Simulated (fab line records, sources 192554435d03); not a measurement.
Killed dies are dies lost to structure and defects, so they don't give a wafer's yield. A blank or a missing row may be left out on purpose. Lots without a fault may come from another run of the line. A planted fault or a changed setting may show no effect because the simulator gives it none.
fab line records | flow n5_finfet | part 1 of 2: steps 1 to 26 of 35
record lots=5 wafers=15 last_day=15
route steps=1938 shown BEOL_M1@811 BEOL_M2@841
lots that met no fault: from a run of the same line without faults
start_h: hours from the record's first day to the start of the lot's first wafer shown | wait_h: hours since the lot's step before | " the same as in the row above | L1.1+2: a row that stands for several wafers | - no value, or no start given | * or withheld: withheld | < > ~ a bound
route shown NAME@n: a module of which the file shows steps, and the number in the route of the first | usual: mean/standard deviation of fault-free wafers | same: alike in all rows | chamber/n: place in a boat | sites: the reading at each site | _std_site: their standard deviation | _edge_site: outer sites' mean less inner sites' | radius_mm: how far each site lies from the wafer's centre | mask NAME#n: copy n | behind: the tool/chamber that last shaped the wafer | hold: why the lot was held/for how many hours/how that ended | device: the transistor (n, p or np) that didn't switch | end of line: the same wafers' tests at the end of the route | a step without rows: its recipe alone | killed: dies lost to structure and defects at the first sort, not the wafer's yield | map: a wafer's dies, x killed, . not, _ none there
set.NAME: the setting as run; set.NAME@STEP: as run at that earlier step | model.NAME: the simulator's own value behind a step, which no gauge read
lots at some steps of the route; a table a step, a row a wafer
services: from which hour (start_h, from the record's first day; less than 0 if before it) a tool's chamber was out of use, for how many hours, and why
## steps
# step N5_BEOL_M1_ALD_84
# recipe material=TaN target_thk_a=* temp_c=275 ald_precursor_family=PDMAT ald_co_reactant=NH3 pressure_torr=3 carrier_flow_sccm=1500 pulse_time_s=2 purge_time_s=3 co_reactant_purge_time_s=2 co_reactant_pulse_time_s=3 ald_cycles=30 precursor_vessel_temp_c=75 precursor_vessel_pressure_torr=26.25 precursor_vessel_carrier_sccm=1000
# usual heater_power_w=404/30 mfc_carrier_sccm=1500/4.4
# columns lot.wafer tool chamber start_h wait_h heater_power_w mfc_carrier_sccm
L074.1 ald_metal-04 1 128.55 0.2 437 1495
L074.4 " 2 " " 397 1505
L074.5 " 0 " " 384 1493
L079.1 ald_metal-04 2 160.48 0.0 393 1500
L079.5 " 3 " " 449 1502
L079.6 " 2 " " 397 1496
L080.3 ald_metal-04 3 174.29 0.0 446 1502
L080.4 " 0 " " 386 1493
L080.5 " 2 " " 395 1502
L088.3 ald_metal-04 3 216.61 0.0 435 1505
L088.5 " 1 " " 425 1492
L088.6 " 0 " " 385 1495
L089.1 ald_metal-04 0 216.82 0.2 399 1495
L089.3 " 2 " " 394 1502
L089.6 " 1 " " 420 1500
# step N5_BEOL_M1_SURFACE_TREAT_85
# recipe gas=Ar time_s=* ion_energy_ev=* ion_current_ma_cm2=0.5 pressure_mtorr=* ar_flow_sccm=30
# usual throttle_valve_pct=*
# columns lot.wafer tool chamber start_h wait_h throttle_valve_pct
L074.1 pvd_sputter-03 - 128.77 0.1 *
L074.4 " - " " *
L074.5 " - " " *
L079.1 pvd_sputter-01 - 160.71 0.1 *
L079.5 " - " " *
L079.6 " - " " *
L080.3 pvd_sputter-02 - 174.57 0.2 *
L080.4 " - " " *
L080.5 " - " " *
L088.3 pvd_sputter-02 - 216.84 0.1 *
L088.5 " - " " *
L088.6 " - " " *
L089.1 pvd_sputter-03 - 217.13 0.2 *
L089.3 " - " " *
L089.6 " - " " *
# step N5_BEOL_M1_CVD_47
# recipe material=Co target_thk_a=30 temp_c=withheld precursor=CCTBA/H2 pressure_torr=30 time_s=223.8
# columns lot.wafer tool chamber start_h wait_h
L074.1+4+5 cvd_co-02 0 129.06 0.3
L079.1+5+6 cvd_co-02 1,0,1 161.00 0.3
L080.3+4+5 cvd_co-01 0,2,0 174.68 0.1
L088.3+5+6 cvd_co-01 1,0,1 216.91 0.1
L089.1+3+6 cvd_co-01 0,1,1 217.34 0.2
# step N5_BEOL_M1_SPUTTER_48
# recipe material=Cu target_thk_a=45 temp_c=-20 chamber_pressure_pa=0.07 power_w=withheld time_s=8.29
# usual throttle_valve_pct=30.2/1.1
# columns lot.wafer tool chamber start_h wait_h throttle_valve_pct
L074.1 pvd_sputter-02 - 130.70 1.6 31.1
L074.4 " - " " 29.3
L074.5 " - " " 31.0
L079.1 pvd_sputter-03 - 162.49 1.4 30.3
L079.5 " - " " 28.5
L079.6 " - " " 29.7
L080.3 pvd_sputter-02 - 174.85 0.1 31.1
L080.4 " - " " 30.8
L080.5 " - " " 30.7
L088.3 pvd_sputter-02 - 217.07 0.1 31.0
L088.5 " - " " 30.6
L088.6 " - " " 30.9
L089.1 pvd_sputter-01 - 217.62 0.2 31.3
L089.3 " - " " 28.0
L089.6 " - " " 31.2
# step N5_BEOL_M1_ANNEAL_49
# recipe temp_c=400 time_s=240 ambient=vacuum
# usual heater_power_w=815/77
# columns lot.wafer tool chamber start_h wait_h heater_power_w
L074.1 pvd_sputter-02 - 130.78 0.0 777
L074.4 " - " " 838
L074.5 " - " " 794
L079.1 pvd_sputter-03 - 162.57 0.0 770
L079.5 " - " " 760
L079.6 " - " " 835
L080.3 pvd_sputter-02 - 174.93 0.0 718
L080.4 " - " " 1000
L080.5 " - " " 1001
L088.3 pvd_sputter-02 - 217.15 0.0 721
L088.5 " - " " 1000
L088.6 " - " " 790
L089.1 pvd_sputter-01 - 217.70 0.0 708
L089.3 " - " " 829
L089.6 " - " " 878
# step N5_BEOL_M1_SPUTTER_79
# recipe material=Cu target_thk_a=45 temp_c=-20 chamber_pressure_pa=0.07 power_w=withheld time_s=8.29
# usual throttle_valve_pct=30.2/1.1
# columns lot.wafer tool chamber start_h wait_h throttle_valve_pct
L074.1 pvd_sputter-02 - 130.92 0.1 31.1
L074.4 " - " " 29.3
L074.5 " - " " 31.1
L079.1 pvd_sputter-03 - 162.71 0.1 30.3
L079.5 " - " " 28.6
L079.6 " - " " 29.4
L080.3 pvd_sputter-02 - 175.07 0.1 30.7
L080.4 " - " " 30.4
L080.5 " - " " 30.3
L088.3 pvd_sputter-02 - 217.29 0.1 31.0
L088.5 " - " " 30.6
L088.6 " - " " 31.1
L089.1 pvd_sputter-01 - 217.84 0.1 31.2
L089.3 " - " " 28.2
L089.6 " - " " 31.5
# step N5_BEOL_M1_ANNEAL_80
# recipe temp_c=400 time_s=240 ambient=vacuum
# usual heater_power_w=818/79
# columns lot.wafer tool chamber start_h wait_h heater_power_w
L074.1 pvd_sputter-02 - 131.00 0.0 760
L074.4 " - " " 810
L074.5 " - " " 785
L079.1 pvd_sputter-03 - 162.79 0.0 764
L079.5 " - " " 762
L079.6 " - " " 827
L080.3 pvd_sputter-02 - 175.15 0.0 728
L080.4 " - " " 987
L080.5 " - " " 998
L088.3 pvd_sputter-02 - 217.37 0.0 719
L088.5 " - " " 989
L088.6 " - " " 764
L089.1 pvd_sputter-01 - 217.92 0.0 709
L089.3 " - " " 821
L089.6 " - " " 876
# step N5_BEOL_M1_SPUTTER_81
# recipe material=Cu target_thk_a=45 temp_c=-20 chamber_pressure_pa=0.07 power_w=withheld time_s=8.29
# usual throttle_valve_pct=30.2/1.1
# columns lot.wafer tool chamber start_h wait_h throttle_valve_pct
L074.1 pvd_sputter-02 - 131.14 0.1 30.9
L074.4 " - " " 29.4
L074.5 " - " " 30.9
L079.1 pvd_sputter-03 - 162.93 0.1 30.2
L079.5 " - " " 28.6
L079.6 " - " " 29.8
L080.3 pvd_sputter-02 - 175.29 0.1 30.9
L080.4 " - " " 30.5
L080.5 " - " " 30.5
L088.3 pvd_sputter-02 - 217.51 0.1 31.0
L088.5 " - " " 30.6
L088.6 " - " " 30.9
L089.1 pvd_sputter-01 - 218.06 0.1 31.3
L089.3 " - " " 28.0
L089.6 " - " " 31.2
# step N5_BEOL_M1_ANNEAL_82
# recipe temp_c=400 time_s=240 ambient=vacuum
# usual heater_power_w=814/78
# columns lot.wafer tool chamber start_h wait_h heater_power_w
L074.1 pvd_sputter-02 - 131.22 0.0 780
L074.4 " - " " 826
L074.5 " - " " 765
L079.1 pvd_sputter-03 - 163.01 0.0 755
L079.5 " - " " 741
L079.6 " - " " 832
L080.3 pvd_sputter-02 - 175.37 0.0 721
L080.4 " - " " 1002
L080.5 " - " " 1012
L088.3 pvd_sputter-02 - 217.59 0.0 727
L088.5 " - " " 972
L088.6 " - " " 793
L089.1 pvd_sputter-01 - 218.14 0.0 708
L089.3 " - " " 839
L089.6 " - " " 854
# step N5_BEOL_M1_SPUTTER_86
# recipe material=Cu target_thk_a=45 temp_c=-20 chamber_pressure_pa=0.07 power_w=withheld time_s=8.29
# usual throttle_valve_pct=30.2/1.1
# columns lot.wafer tool chamber start_h wait_h throttle_valve_pct
L074.1 pvd_sputter-02 - 131.36 0.1 30.8
L074.4 " - " " 29.3
L074.5 " - " " 31.1
L079.1 pvd_sputter-03 - 163.15 0.1 30.1
L079.5 " - " " 28.6
L079.6 " - " " 29.7
L080.3 pvd_sputter-02 - 175.51 0.1 30.8
L080.4 " - " " 30.6
L080.5 " - " " 30.5
L088.3 pvd_sputter-02 - 217.73 0.1 30.9
L088.5 " - " " 30.6
L088.6 " - " " 31.2
L089.1 pvd_sputter-01 - 218.28 0.1 31.3
L089.3 " - " " 28.3
L089.6 " - " " 31.4
# step N5_BEOL_M1_ANNEAL_87
# recipe temp_c=400 time_s=240 ambient=vacuum
# usual heater_power_w=816/77
# columns lot.wafer tool chamber start_h wait_h heater_power_w
L074.1 pvd_sputter-02 - 131.44 0.0 773
L074.4 " - " " 836
L074.5 " - " " 786
L079.1 pvd_sputter-03 - 163.23 0.0 759
L079.5 " - " " 760
L079.6 " - " " 827
L080.3 pvd_sputter-02 - 175.59 0.0 731
L080.4 " - " " 1012
L080.5 " - " " 991
L088.3 pvd_sputter-02 - 217.81 0.0 730
L088.5 " - " " 993
L088.6 " - " " 786
L089.1 pvd_sputter-01 - 218.36 0.0 718
L089.3 " - " " 855
L089.6 " - " " 851
# step N5_BEOL_M1_SPUTTER_88
# recipe material=Cu target_thk_a=45 temp_c=-20 chamber_pressure_pa=0.07 power_w=withheld time_s=8.29
# usual throttle_valve_pct=30.1/1.1
# columns lot.wafer tool chamber start_h wait_h throttle_valve_pct
L074.1 pvd_sputter-02 - 131.58 0.1 30.9
L074.4 " - " " 29.2
L074.5 " - " " 31.0
L079.1 pvd_sputter-03 - 163.37 0.1 30.3
L079.5 " - " " 28.7
L079.6 " - " " 29.6
L080.3 pvd_sputter-02 - 175.73 0.1 30.8
L080.4 " - " " 30.5
L080.5 " - " " 30.7
L088.3 pvd_sputter-02 - 217.95 0.1 31.1
L088.5 " - " " 30.5
L088.6 " - " " 30.9
L089.1 pvd_sputter-01 - 218.50 0.1 31.1
L089.3 " - " " 28.2
L089.6 " - " " 31.7
# step N5_BEOL_M1_ANNEAL_89
# recipe temp_c=400 time_s=240 ambient=vacuum
# usual heater_power_w=815/77
# columns lot.wafer tool chamber start_h wait_h heater_power_w
L074.1 pvd_sputter-02 - 131.66 0.0 779
L074.4 " - " " 826
L074.5 " - " " 784
L079.1 pvd_sputter-03 - 163.45 0.0 748
L079.5 " - " " 758
L079.6 " - " " 827
L080.3 pvd_sputter-02 - 175.81 0.0 718
L080.4 " - " " 986
L080.5 " - " " 990
L088.3 pvd_sputter-02 - 218.03 0.0 718
L088.5 " - " " 1003
L088.6 " - " " 782
L089.1 pvd_sputter-01 - 218.58 0.0 711
L089.3 " - " " 812
L089.6 " - " " 865
# step N5_BEOL_M1_SPUTTER_90
# recipe material=Cu target_thk_a=45 temp_c=-20 chamber_pressure_pa=0.07 power_w=withheld time_s=8.29
# usual throttle_valve_pct=30.1/1.1
# columns lot.wafer tool chamber start_h wait_h throttle_valve_pct
L074.1 pvd_sputter-02 - 131.80 0.1 31.0
L074.4 " - " " 29.3
L074.5 " - " " 30.9
L079.1 pvd_sputter-03 - 163.59 0.1 30.4
L079.5 " - " " 28.5
L079.6 " - " " 29.7
L080.3 pvd_sputter-02 - 175.95 0.1 31.0
L080.4 " - " " 30.6
L080.5 " - " " 30.4
L088.3 pvd_sputter-02 - 218.17 0.1 31.0
L088.5 " - " " 30.5
L088.6 " - " " 31.0
L089.1 pvd_sputter-01 - 218.72 0.1 31.4
L089.3 " - " " 28.4
L089.6 " - " " 31.5
# step N5_BEOL_M1_ANNEAL_91
# recipe temp_c=400 time_s=240 ambient=vacuum
# usual heater_power_w=817/77
# columns lot.wafer tool chamber start_h wait_h heater_power_w
L074.1 pvd_sputter-02 - 131.88 0.0 757
L074.4 " - " " 807
L074.5 " - " " 777
L079.1 pvd_sputter-03 - 163.67 0.0 754
L079.5 " - " " 763
L079.6 " - " " 833
L080.3 pvd_sputter-02 - 176.03 0.0 712
L080.4 " - " " 985
L080.5 " - " " 1018
L088.3 pvd_sputter-02 - 218.25 0.0 716
L088.5 " - " " 1007
L088.6 " - " " 794
L089.1 pvd_sputter-01 - 218.80 0.0 719
L089.3 " - " " 821
L089.6 " - " " 872
# step N5_BEOL_M1_SPUTTER_92
# recipe material=Cu target_thk_a=45 temp_c=-20 chamber_pressure_pa=0.07 power_w=withheld time_s=8.29
# usual throttle_valve_pct=30.1/1.1
# columns lot.wafer tool chamber start_h wait_h throttle_valve_pct
L074.1 pvd_sputter-02 - 132.02 0.1 31.2
L074.4 " - " " 29.3
L074.5 " - " " 31.1
L079.1 pvd_sputter-03 - 163.81 0.1 30.5
L079.5 " - " " 28.6
L079.6 " - " " 29.7
L080.3 pvd_sputter-02 - 176.17 0.1 30.8
L080.4 " - " " 30.4
L080.5 " - " " 30.3
L088.3 pvd_sputter-02 - 218.39 0.1 31.1
L088.5 " - " " 30.4
L088.6 " - " " 31.0
L089.1 pvd_sputter-01 - 218.94 0.1 31.0
L089.3 " - " " 28.5
L089.6 " - " " 31.3
# step N5_BEOL_M1_ANNEAL_93
# recipe temp_c=400 time_s=240 ambient=vacuum
# usual heater_power_w=815/77
# columns lot.wafer tool chamber start_h wait_h heater_power_w
L074.1 pvd_sputter-02 - 132.10 0.0 781
L074.4 " - " " 829
L074.5 " - " " 770
L079.1 pvd_sputter-03 - 163.89 0.0 771
L079.5 " - " " 748
L079.6 " - " " 795
L080.3 pvd_sputter-02 - 176.25 0.0 705
L080.4 " - " " 1001
L080.5 " - " " 992
L088.3 pvd_sputter-02 - 218.47 0.0 728
L088.5 " - " " 995
L088.6 " - " " 778
L089.1 pvd_sputter-01 - 219.02 0.0 701
L089.3 " - " " 839
L089.6 " - " " 870
# step N5_BEOL_M1_SPUTTER_94
# recipe material=Cu target_thk_a=45 temp_c=-20 chamber_pressure_pa=0.07 power_w=withheld time_s=8.29
# usual throttle_valve_pct=30.2/1.1
# columns lot.wafer tool chamber start_h wait_h throttle_valve_pct
L074.1 pvd_sputter-02 - 132.24 0.1 30.9
L074.4 " - " " 29.3
L074.5 " - " " 31.0
L079.1 pvd_sputter-03 - 164.03 0.1 30.2
L079.5 " - " " 28.3
L079.6 " - " " 29.8
L080.3 pvd_sputter-02 - 176.39 0.1 30.9
L080.4 " - " " 30.9
L080.5 " - " " 30.4
L088.3 pvd_sputter-02 - 218.61 0.1 31.0
L088.5 " - " " 30.6
L088.6 " - " " 31.0
L089.1 pvd_sputter-01 - 219.16 0.1 31.1
L089.3 " - " " 28.5
L089.6 " - " " 31.5
# step N5_BEOL_M1_ANNEAL_95
# recipe temp_c=400 time_s=240 ambient=vacuum
# usual heater_power_w=816/77
# columns lot.wafer tool chamber start_h wait_h heater_power_w
L074.1 pvd_sputter-02 - 132.32 0.0 769
L074.4 " - " " 842
L074.5 " - " " 779
L079.1 pvd_sputter-03 - 164.11 0.0 779
L079.5 " - " " 746
L079.6 " - " " 829
L080.3 pvd_sputter-02 - 176.47 0.0 703
L080.4 " - " " 992
L080.5 " - " " 977
L088.3 pvd_sputter-02 - 218.69 0.0 709
L088.5 " - " " 997
L088.6 " - " " 779
L089.1 pvd_sputter-01 - 219.24 0.0 701
L089.3 " - " " 810
L089.6 " - " " 843
# step N5_BEOL_M1_SPUTTER_96
# recipe material=Cu target_thk_a=45 temp_c=-20 chamber_pressure_pa=0.07 power_w=withheld time_s=8.29
# usual throttle_valve_pct=30.2/1.1
# columns lot.wafer tool chamber start_h wait_h throttle_valve_pct
L074.1 pvd_sputter-02 - 132.46 0.1 31.0
L074.4 " - " " 29.3
L074.5 " - " " 30.7
L079.1 pvd_sputter-03 - 164.25 0.1 30.3
L079.5 " - " " 28.5
L079.6 " - " " 29.8
L080.3 pvd_sputter-02 - 176.61 0.1 31.0
L080.4 " - " " 30.5
L080.5 " - " " 30.3
L088.3 pvd_sputter-02 - 218.83 0.1 30.9
L088.5 " - " " 30.6
L088.6 " - " " 30.9
L089.1 pvd_sputter-01 - 219.38 0.1 31.3
L089.3 " - " " 28.5
L089.6 " - " " 31.6
# step N5_BEOL_M1_ECD_50
# recipe material=Cu target_thk_a=3000
# columns lot.wafer tool chamber start_h wait_h
L074.1+4+5 ecd_cu-02 0,1,0 132.58 0.1
L079.1+5+6 ecd_cu-01 1,0,1 164.37 0.1
L080.3+4+5 ecd_cu-02 1,0,1 176.74 0.1
L088.3+5+6 ecd_cu-02 0,0,1 218.96 0.1
L089.1+3+6 ecd_cu-01 1,0,0 219.50 0.1
# step N5_BEOL_M1_ANNEAL_51
# recipe temp_c=225 time_s=90 ambient=N2
# usual wafer_temp_C_max=225.99/0.22
# columns lot.wafer tool chamber start_h wait_h wafer_temp_C_max
L074.1 rtp_anneal-01 0 132.66 0.1 226.12
L074.4 " 0 " " 226.53
L074.5 " 0 " " 226.16
L079.1 rtp_anneal-02 0 164.45 0.1 225.99
L079.5 " 0 " " 225.83
L079.6 " 0 " " 225.96
L080.3 rtp_anneal-01 0 176.90 0.1 226.17
L080.4 " 0 " " 226.11
L080.5 " 0 " " 226.22
L088.3 rtp_anneal-02 0 219.11 0.1 225.92
L088.5 " 0 " " 226.28
L088.6 " 0 " " 226.01
L089.1 rtp_anneal-02 0 219.58 0.1 225.94
L089.3 " 0 " " 225.84
L089.6 " 0 " " 226.12
# step N5_BEOL_M1_CMP_52
# recipe stop_on=SiOC t_overpolish_s=6.8 down_force_psi=1 platen_rpm=50 clearing_platen_down_force_psi=1.5 clearing_platen_rpm=50 post_cmp_clean=cu_alkaline target_thk_nm=40 clearing_platen_pad_velocity_m_s=0.99484 pad_velocity_m_s=0.99484
# usual barrier_field_endpoint_s=24.8/0.61 clearing_platen_down_force_psi=1.5002/0.0029 motor_current_A=6.0/0.54 overpolish_run_s=6.800/0.0079 time_to_endpoint_s=63.3/2.9
# columns lot.wafer tool chamber start_h wait_h barrier_field_endpoint_s clearing_platen_down_force_psi motor_current_A overpolish_run_s time_to_endpoint_s
L074.4 cmp-03 3 133.03 0.2 25.5 1.5008 6.5 6.818 61.9
L074.1 " 0 " " 25.2 1.4972 6.2 6.801 67.0
L074.5 " 1 " " 25.7 1.4970 6.2 6.806 64.5
L079.1 cmp-02 2 164.82 0.3 25.5 1.5016 6.4 6.780 69.7
L079.5 " 0 " " 24.9 1.4964 6.0 6.804 65.4
L079.6 " 1 " " 25.5 1.4990 6.9 6.802 65.9
L080.3 cmp-03 3 177.10 0.2 24.6 1.4989 6.4 6.809 60.5
L080.4 " 0 " " 25.9 1.4980 6.1 6.791 64.4
L080.5 " 3 " " 25.2 1.5051 6.5 6.793 64.1
L088.3 cmp-01 0 219.41 0.3 24.4 1.5031 5.1 6.781 58.2
L088.6 " 2 " " 25.8 1.5000 5.6 6.811 65.0
L088.5 " 3 " " 24.8 1.4972 6.1 6.809 63.6
L089.3 cmp-02 3 219.91 0.2 24.2 1.5017 5.3 6.797 56.0
L089.1 " 0 " " 25.5 1.5065 5.8 6.793 63.1
L089.6 " 2 " " 25.4 1.5036 6.3 6.795 61.2
# step N5_BEOL_M1_THK_MEAS_53
# recipe thk_meas_gauge=xrf reads=Cu_of_BEOL_M1_ECD_50
# usual M1_THK=40.2/1.4
# columns lot.wafer tool chamber start_h wait_h M1_THK[nm]
L074.1 film_metro-01 - 133.25 - 39.7
L074.4 " - " " 43.3
L074.5 " - " " 40.9
L079.1 film_metro-01 - 165.04 - 40.8
L079.5 " - " " 41.4
L079.6 " - " " 41.6
L080.3 film_metro-01 - 177.40 - 40.7
L080.4 " - " " 41.2
L080.5 " - " " 41.4
L088.3 film_metro-01 - 219.63 - 38.4
L088.5 " - " " 42.2
L088.6 " - " " 40.9
L089.1 film_metro-01 - 220.17 - 39.8
L089.3 " - " " 38.5
L089.6 " - " " 42.7
# step N5_BEOL_M1_PRE_CLEAN_60
# recipe gas=NH3/H2 time_s=15 temp_c=* rf_power_w=300
# usual heater_power_w=92/16
# columns lot.wafer tool chamber start_h wait_h heater_power_w
L074.1 cvd_co-01 2 133.29 0.0 100
L074.4 " 2 " " 98
L074.5 " 0 " " 67
L079.1 cvd_co-02 0 165.08 0.0 107
L079.5 " 0 " " 106
L079.6 " 1 " " 117
L080.3 cvd_co-01 2 177.43 0.0 93
L080.4 " 1 " " 91
L080.5 " 2 " " 96
L088.3 cvd_co-02 2 219.67 0.0 79
L088.5 " 2 " " 77
L088.6 " 0 " " 106
L089.1 cvd_co-01 0 220.21 0.0 68
L089.3 " 2 " " 96
L089.6 " 1 " " 91
# step N5_BEOL_M1_CO_CAP_55
# recipe material=Co target_thk_a=20 temp_c=200 precursor=CCTBA/H2 pressure_torr=30 time_s=102.1
# usual heater_power_w=245/20
# columns lot.wafer tool chamber start_h wait_h heater_power_w
L074.1 cvd_co-01 2 133.33 0.0 248
L074.4 " 2 " " 251
L074.5 " 0 " " 209
L079.1 cvd_co-02 0 165.12 0.0 250
L079.5 " 0 " " 262
L079.6 " 1 " " 271
L080.3 cvd_co-01 2 177.47 0.0 254
L080.4 " 1 " " 241
L080.5 " 2 " " 245
L088.3 cvd_co-02 2 219.71 0.0 233
L088.5 " 2 " " 222
L088.6 " 0 " " 259
L089.1 cvd_co-01 0 220.25 0.0 216
L089.3 " 2 " " 256
L089.6 " 1 " " 240
